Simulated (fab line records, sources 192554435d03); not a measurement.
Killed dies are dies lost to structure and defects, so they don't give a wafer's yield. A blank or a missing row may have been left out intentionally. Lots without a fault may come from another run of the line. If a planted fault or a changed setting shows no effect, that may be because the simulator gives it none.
fab line records -- flow n5_finfet
[record] lots = 7, wafers = 21
route steps=1938 shown TV_LITHO@1879 PASSIVATION@1929
start_h: the number of hours between the record's first day and the start of the first shown wafer of the lot -- wait_h: how many hours have passed since the lot's step before this one -- " the same as in the row above -- L1.1+2: several wafers, shown together as one row -- - no value present, or no start provided -- * or withheld: withheld -- < > ~ a bound
route shown NAME@n: a module of which the file shows steps, and the number in the route of the first -- usual: average and standard deviation across the fault-free wafers -- same: alike in all rows -- chamber/n: place in a boat -- sites: per-site readings -- _std_site: standard deviation of those values -- _edge_site: the outer-site mean with the inner-site mean subtracted -- radius_mm: how far each site lies from the wafer's centre -- mask NAME#n: copy n -- behind: the tool/chamber that last shaped the wafer -- hold: what put the lot on hold/how long, in hours/how the hold closed -- device: names the non-switching transistor (n, p or np) -- end of line: tests run on the same wafers once the route is complete -- where a step has no rows: the recipe by itself -- killed: count of dies lost to structure and defects at first sort (not the wafer's yield) -- map: the dies of a wafer, with x for killed, . for not killed, _ for no die there
set.NAME: the setting the step ran with; set.NAME@STEP: the setting that earlier step ran with -- model.NAME: the simulator's own value behind a step, which no gauge read
lots with deliberately changed settings; one table per step, one row per wafer
[[steps]]
[step N5_PASSIVATION_EXPOSE_07]
[recipe] mask_id = TV, na = 0.55, source_shape = conventional, sigma_outer = 0.8, polarization = unpolarized, defocus_nm = 0, target_cd_nm = 3000, dose_mj = 22.75
lot.wafer,tool,chamber,start_h,wait_h,mask,set.dose_mj
L074.3,krf_scanner-02,0,284.91,-,TV#0,22.75
L074.4+6,krf_scanner-02,0,284.91,-,TV#0,21.95
L083.2+3+6,krf_scanner-02,0,316.59,-,TV#0,22.75
L084.1+2+5,krf_scanner-01,0,326.03,-,TV#0,22.75
L085.1+6,krf_scanner-01,0,345.23,-,TV#0,22.75
L085.2,krf_scanner-01,0,345.23,-,TV#0,21.33
L089.1+2+4,krf_scanner-01,0,356.45,-,TV#0,22.75
L092.2,krf_scanner-02,0,380.18,-,TV#0,22.75
L092.4+6,krf_scanner-02,0,380.18,-,TV#0,24.23
L096.2+4+5,krf_scanner-02,0,395.84,-,TV#0,22.75
[step N5_PASSIVATION_PEB_08]
[recipe] peb_temp_c = withheld, peb_time_s = *
[step N5_PASSIVATION_DEVELOP_09]
[recipe] develop_time_s = 60, rinse_liquid = diw, dry = air_spin, dev_temp_c = 21
[step N5_PASSIVATION_HARDBAKE_11]
[recipe] temp_c = 130, time_s = 120
[step N5_PASSIVATION_CD_MEAS_10]
[recipe] target_cd_nm = 3000, landing_energy_ev = 500, detector = se_inlens
[usual] cd_nm = 3000/3.5
lot.wafer,tool,chamber,start_h,wait_h,set.dose_mj@PASSIVATION_EXPOSE_07,cd_nm
L074.3,cd_sem-02,0,285.08,-,22.75,2999
L074.4,cd_sem-02,0,285.08,-,21.95,2985
L074.6,cd_sem-02,0,285.08,-,21.95,2993
L083.2,cd_sem-02,0,316.76,-,22.75,2996
L083.3,cd_sem-02,0,316.76,-,22.75,3000
L083.6,cd_sem-02,0,316.76,-,22.75,3001
L084.1,cd_sem-02,0,326.20,-,22.75,2996
L084.2,cd_sem-02,0,326.20,-,22.75,2998
L084.5,cd_sem-02,0,326.20,-,22.75,2994
L085.1,cd_sem-01,0,345.41,-,22.75,3005
L085.2,cd_sem-01,0,345.41,-,21.33,2985
L085.6,cd_sem-01,0,345.41,-,22.75,3003
L089.1,cd_sem-01,0,356.62,-,22.75,3003
L089.2,cd_sem-01,0,356.62,-,22.75,3005
L089.4,cd_sem-01,0,356.62,-,22.75,2995
L092.2,cd_sem-01,0,380.36,-,22.75,3003
L092.4,cd_sem-01,0,380.36,-,24.23,3017
L092.6,cd_sem-01,0,380.36,-,24.23,3016
L096.2,cd_sem-01,0,396.01,-,22.75,2997
L096.4,cd_sem-01,0,396.01,-,22.75,2999
L096.5,cd_sem-01,0,396.01,-,22.75,3003
[step N5_PASSIVATION_PASS_ETCH_47]
[recipe] chemistry = CF4/O2, target = SiNx, target_depth_a = 7700, time_s = 385, ion_energy_ev = 100, pressure_mtorr = 40, source_w = 535, bias_w = 49, Ar_flow_sccm = 100, cf4_flow_sccm = 100, O2_flow_sccm = 10
lot.wafer,tool,chamber,start_h,wait_h,set.time_s,model.etch.depth_nm
L074.3,rie_diel-04,0,289.00,0.0,385,765.1
L074.4,rie_diel-04,2,289.00,0.0,317.1,635.3
L074.6,rie_diel-04,3,289.00,0.0,385,736.7
L083.2,rie_diel-03,1,320.79,0.0,385,785.8
L083.3,rie_diel-03,0,320.79,0.0,385,752.9
L083.6,rie_diel-03,0,320.79,0.0,385,750.2
L084.1,rie_diel-01,0,330.19,0.0,385,804.8
L084.2,rie_diel-01,3,330.19,0.0,385,770.3
L084.5,rie_diel-01,2,330.19,0.0,385,769.5
L085.1,rie_diel-03,3,350.63,0.0,385,798.4
L085.2,rie_diel-03,1,350.63,0.0,385,783.8
L085.6,rie_diel-03,2,350.63,0.0,385,768.7
L089.1,rie_diel-04,1,360.16,0.0,385,777.5
L089.2,rie_diel-04,2,360.16,0.0,385,768.3
L089.4,rie_diel-04,0,360.16,0.0,385,774.6
L092.2,rie_diel-01,0,387.64,0.0,344.7,714.9
L092.4,rie_diel-01,3,387.64,0.0,344.7,693.7
L092.6,rie_diel-01,1,387.64,0.0,385,787.7
L096.2,rie_diel-03,2,401.72,0.0,320.4,652.1
L096.4,rie_diel-03,0,401.72,0.0,320.4,634.7
L096.5,rie_diel-03,1,401.72,0.0,320.4,664.7
[[key]]
[split] step = N5_PASSIVATION_EXPOSE_07, setting = dose_mj, stated = 22.75, by = wafer
[response] step = N5_PASSIVATION_CD_MEAS_10, reading = cd_nm, change = +2.56, per = 1%, r = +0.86
[split] step = N5_PASSIVATION_PASS_ETCH_47, setting = time_s, stated = 385, by = wafer
[response] step = N5_PASSIVATION_PASS_ETCH_47, reading = model.etch.depth_nm, change = +6.92, per = 1%, r = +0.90
